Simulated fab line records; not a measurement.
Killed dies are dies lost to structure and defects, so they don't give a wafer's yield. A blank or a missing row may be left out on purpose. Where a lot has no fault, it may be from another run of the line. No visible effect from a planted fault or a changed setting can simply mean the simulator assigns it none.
Split-lot study | flow n5Finfet | on a route of 1938 steps: 7 lots, 39 wafers read

== ABOUT THE SPLIT ==
At N5_GATE_CUT_ALD_22 (deposits SiNx, target thk 16 nm, pulse time 1 s, ald cycles 320), the setting aldCycles was moved away from the recipe's 320 on 9 of the 39 wafers read, by -40.6% to +54.1%. All remaining wafers had this setting at the recipe value.

The reading comes from the split's own step.

== THE READING ==
SiNx_of_GATE_CUT_ALD_22.thkNm (the simulator's own value, which no gauge read), in nm, at N5_GATE_CUT_ALD_22 (deposits SiNx, target thk 16 nm, pulse time 1 s, ald cycles 320). The file gives no usual value for it. Average 16.0 nm, standard deviation 0.063 nm, over the 30 wafers here run with the recipe.

wafer  | tool, chamber at the split | aldCycles as run | against the recipe | SiNx_of_GATE_CUT_ALD_22.thkNm, nm | against lot-mates on the recipe
L078.1 | aldSin-01, 1,2,1           | 190              | -40.6%             | 9.6                               | -6.4
L078.3 | aldSin-01, 1,2,1           | 190              | -40.6%             | 9.6                               | -6.4
L078.5 | aldSin-01, 1,2,1           | 190              | -40.6%             | 9.6                               | -6.4
L078.2 | aldSin-01, 3,0,0           | 320              | recipe             | 16                                | -
L078.4 | aldSin-01, 3,0,0           | 320              | recipe             | 16                                | -
L078.6 | aldSin-01, 3,0,0           | 320              | recipe             | 16                                | -
L081.1 | aldSin-04, 2,3,0,1,0,3     | 320              | recipe             | 16                                | -
L081.2 | aldSin-04, 2,3,0,1,0,3     | 320              | recipe             | 16                                | -
L081.3 | aldSin-04, 2,3,0,1,0,3     | 320              | recipe             | 16                                | -
L081.4 | aldSin-04, 2,3,0,1,0,3     | 320              | recipe             | 16                                | -
L081.5 | aldSin-04, 2,3,0,1,0,3     | 320              | recipe             | 16                                | -
L081.6 | aldSin-04, 2,3,0,1,0,3     | 320              | recipe             | 16                                | -
L082.1 | aldSin-01, 0,1,2           | 320              | recipe             | 16                                | -
L082.5 | aldSin-01, 0,1,2           | 320              | recipe             | 16                                | -
L082.6 | aldSin-01, 0,1,2           | 320              | recipe             | 16                                | -
L082.2 | aldSin-01, 3,1,2           | 489              | +52.8%             | 24.6                              | +8.6
L082.3 | aldSin-01, 3,1,2           | 489              | +52.8%             | 24.6                              | +8.6
L082.4 | aldSin-01, 3,1,2           | 489              | +52.8%             | 24.6                              | +8.6
L084.1 | aldSin-04, 1,2,0,3,0,1     | 320              | recipe             | 16                                | -
L084.2 | aldSin-04, 1,2,0,3,0,1     | 320              | recipe             | 16                                | -
L084.3 | aldSin-04, 1,2,0,3,0,1     | 320              | recipe             | 16                                | -
L084.4 | aldSin-04, 1,2,0,3,0,1     | 320              | recipe             | 16                                | -
L084.5 | aldSin-04, 1,2,0,3,0,1     | 320              | recipe             | 16                                | -
L084.6 | aldSin-04, 1,2,0,3,0,1     | 320              | recipe             | 16                                | -
L093.1 | aldSin-04, 0,1,2,3,0       | 320              | recipe             | 16                                | -
L093.3 | aldSin-04, 0,1,2,3,0       | 320              | recipe             | 16                                | -
L093.4 | aldSin-04, 0,1,2,3,0       | 320              | recipe             | 16                                | -
L093.5 | aldSin-04, 0,1,2,3,0       | 320              | recipe             | 16                                | -
L093.6 | aldSin-04, 0,1,2,3,0       | 320              | recipe             | 16                                | -
L093.2 | aldSin-04, 3               | 320              | recipe             | 16.2                              | -
L095.1 | aldSin-04, 2,1,1           | 493              | +54.1%             | 24.6                              | +8.5
L095.4 | aldSin-04, 2,1,1           | 493              | +54.1%             | 24.6                              | +8.5
L095.6 | aldSin-04, 2,1,1           | 493              | +54.1%             | 24.6                              | +8.5
L095.2 | aldSin-04, 0               | 320              | recipe             | 16                                | -
L095.5 | aldSin-04, 0               | 320              | recipe             | 16                                | -
L095.3 | aldSin-04, 3               | 320              | recipe             | 16.2                              | -
L096.1 | aldSin-02, 1               | 320              | recipe             | 16                                | -
L096.6 | aldSin-02, 1               | 320              | recipe             | 16                                | -
L096.4 | aldSin-02, 3               | 320              | recipe             | 15.8                              | -
Rows listing several chambers each stand for several wafers; the file does not say which wafer went through which chamber.

THE FIT
A straight line over all 39 wafers: SiNx_of_GATE_CUT_ALD_22.thkNm changes by +0.16 nm for each +1% of aldCycles; r = +1.00; the points scatter about the line by 0.075 nm.
The same after taking each lot's own level away (the mean of its wafers on the recipe; 39 wafers): +0.16 nm for each +1%; r = +1.00; scatter 0.077 nm.
The reading moves by 8.6 nm for the largest change in aldCycles, on that fit.
From 15.93 to 16.07 nm: that is the span of the lots' own levels, equal to 2.1 times the standard deviation above.
Hence the lot-to-lot level has little effect on the slope; both slopes agree.
Check: +8.66 nm against its lot-mates is what the line predicts for one of the wafers moved furthest among these (+54.1%) when that wafer is left out of the fit. It came out at +8.53 nm against them.

== FURTHER SPLITS ON THESE WAFERS ==
Note: prior to the reading, these wafers also went through further splits. Each is held against what the fit with the lots' levels taken away leaves over:
other split on the same wafers | wafers away from the commonest value | r with SiNx_of_GATE_CUT_ALD_22.thkNm (lot level and that fit taken away)
N5_FIN_SAQP_PECVD_48 timeS     | 12                                   | -0.09
N5_ILD0_ALD_15 aldCycles       | 12                                   | +0.26

== THE WHOLE CHAIN: every reading that the file lists as answering this split, in the file's order ==
step               | what it does                                                    | reading                                                                        | change (the file's fit)                                                         | r (the file's)
N5_GATE_CUT_ALD_22 | deposits SiNx, target thk 16 nm, pulse time 1 s, ald cycles 320 | SiNx_of_GATE_CUT_ALD_22.thkNm (the simulator's own value, which no gauge read) | +0.16 nm for each +1% of the setting                                            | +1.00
N5_GATE_CUT_CMP_23 | polishes, stops on SiO2, t overpolish 23.4 s, target thk 16 nm  | timeToEndpointS                                                                | withheld for each +1% of the setting                                            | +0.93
N5_GATE_CUT_CMP_23 | polishes, stops on SiO2, t overpolish 23.4 s, target thk 16 nm  | SiNx_of_GATE_CUT_ALD_22.thkNm (the simulator's own value, which no gauge read) | not straight: 9.6 at the lowest setting, 16.01 at the recipe, 16 at the highest | not given

== THE FILE'S OWN FIT ==
SiNx_of_GATE_CUT_ALD_22.thkNm changes by +0.16 nm for each +1% of aldCycles, r = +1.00.
